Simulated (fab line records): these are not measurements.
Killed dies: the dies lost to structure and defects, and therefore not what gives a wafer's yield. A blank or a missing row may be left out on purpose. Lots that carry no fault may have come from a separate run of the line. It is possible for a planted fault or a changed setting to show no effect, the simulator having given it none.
Matching of chambers | flow nandHarc | NHARC_A_ONON_D1_DEP_33 on pecvd-03: 3 sister chambers
The step deposits SiO2, target thk 200 nm. 6 wafers are shown with their chamber, then 7 later ones without.

== WAFERS PAIRED WITH THEIR CHAMBERS ==
wafer  | chamber | heaterPowerW (W) | throttleValvePct (%)
L743.3 | 0       | 552              | 16.9
L745.4 | 0       | 596              | 16.7
L748.2 | 1       | 401              | 16.6
L748.5 | 2       | 540              | 16.3
L753.1 | 1       | 414              | 16.3
L753.3 | 2       | 510              | 16.3

== WAFERS WHOSE CHAMBER IS MISSING ==
wafer  | heaterPowerW (W) | throttleValvePct (%)
L753.4 | 607              | 16.9
L754.2 | 631              | 16.9
L754.5 | 419              | 16.7
L754.6 | 503              | 16.8
L755.1 | 403              | 16.6
L755.2 | 495              | 16.6
L755.6 | 412              | 16.4

== CHAMBER TAKEN BY EACH ==
wafer  | from the rows above          | in truth
L753.4 | 0                            | 0
L754.2 | 0                            | 0
L754.5 | 1                            | 1
L754.6 | can't be placed: 0 or 2 or 1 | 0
L755.1 | 1                            | 1
L755.2 | can't be placed: 2 or 0 or 1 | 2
L755.6 | 1                            | 1
5 of 7 placed correctly. Unplaceable from these rows: 2, with the true chamber sitting among the candidates in 2. Number placed wrongly: 0.
How it was worked out, from the rows above alone: a wafer's distance from a chamber is the root of the sum, over the readings, of the square of ((its reading less the chamber's mean) divided by the reading's scatter). The wafer belongs to the nearest chamber; if the next one is less than 2 further off, it can't be placed. For every chamber, the mean is computed from those of its wafers that are shown. The scatter: take each reading less its chamber's mean, square it, sum over the shown wafers, divide by the number of wafers less the number of chambers, and take the root.
